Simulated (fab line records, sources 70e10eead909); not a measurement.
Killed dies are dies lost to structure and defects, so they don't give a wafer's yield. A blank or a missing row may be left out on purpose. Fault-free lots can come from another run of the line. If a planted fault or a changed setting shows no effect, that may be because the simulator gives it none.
Matching of chambers    flow nand_harc    rie_diel-10 running NHARC_P_M0_DESCUM_14: 4 sister chambers
The step chemistry O2, time 3 s. 14 wafers are shown with their chamber, then 7 later ones without.

## EACH WAFER AND ITS CHAMBER
wafer   chamber  oes_product_au (a.u.)  throttle_valve_pct (%)  rf_vpp_V (V)
L082.2  1        1.005                  11.295                  58.3
L082.4  2        0.986                  11.317                  57.1
L082.6  2        0.996                  11.307                  56.3
L081.2  0        1.002                  11.312                  57.2
L081.3  2        0.997                  11.318                  59.1
L081.4  0        1.004                  11.320                  57.6
L084.1  0        1.001                  11.295                  59.4
L084.3  2        0.993                  11.308                  58.5
L084.5  0        0.993                  11.305                  57.2
L085.4  1        0.993                  11.308                  58.0
L085.5  0        0.996                  11.303                  58.9
L085.6  1        0.999                  11.320                  56.3
L091.1  2        0.988                  11.306                  58.8
L091.3  3        1.015                  11.321                  56.8

SIGNATURES (averages over the wafers above)
reading             chamber 0  chamber 1  chamber 2  chamber 3  scatter within a chamber
oes_product_au      0.99920    0.99900    0.99200    1.01500    0.00499
throttle_valve_pct  11.30700   11.30767   11.31120   11.32100   0.00897
rf_vpp_V            58.060     57.533     57.960     56.800     1.11
Rule: for a wafer and a chamber, the distance is found by dividing, reading by reading, the gap between the wafer's reading and the chamber's mean by the reading's scatter, squaring, summing and taking the root. If the next closest chamber is less than 2 further off than the closest, the wafer can't be placed; otherwise it belongs to the closest. How the scatter is found: for the shown wafers, subtract from each reading the mean of its chamber, square and add these, divide the total by (wafers less chambers), then take the root.

## WAFERS MISSING THEIR CHAMBER
wafer   oes_product_au (a.u.)  throttle_valve_pct (%)  rf_vpp_V (V)
L091.4  1.002                  11.307                  59.9
L094.1  1.005                  11.298                  58.0
L094.5  0.990                  11.311                  58.4
L094.6  1.008                  11.318                  58.8
L097.3  1.006                  11.317                  59.2
L097.4  0.996                  11.336                  58.9
L097.6  0.998                  11.316                  57.9

## THE CHAMBER EACH PASSED THROUGH
wafer   from the rows above                in truth
L091.4  can't be placed: 0 or 1 or 2       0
L094.1  can't be placed: 0 or 1 or 2 or 3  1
L094.5  can't be placed: 2 or 0 or 1       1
L094.6  can't be placed: 0 or 3 or 1 or 2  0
L097.3  can't be placed: 0 or 1 or 3 or 2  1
L097.4  can't be placed: 2 or 0 or 1 or 3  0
L097.6  can't be placed: 1 or 0 or 2       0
Correct placement for 0 of the 7. From these rows, 7 cannot be placed; in 7 the true chamber is one of the candidates. Placed wrongly: 0.
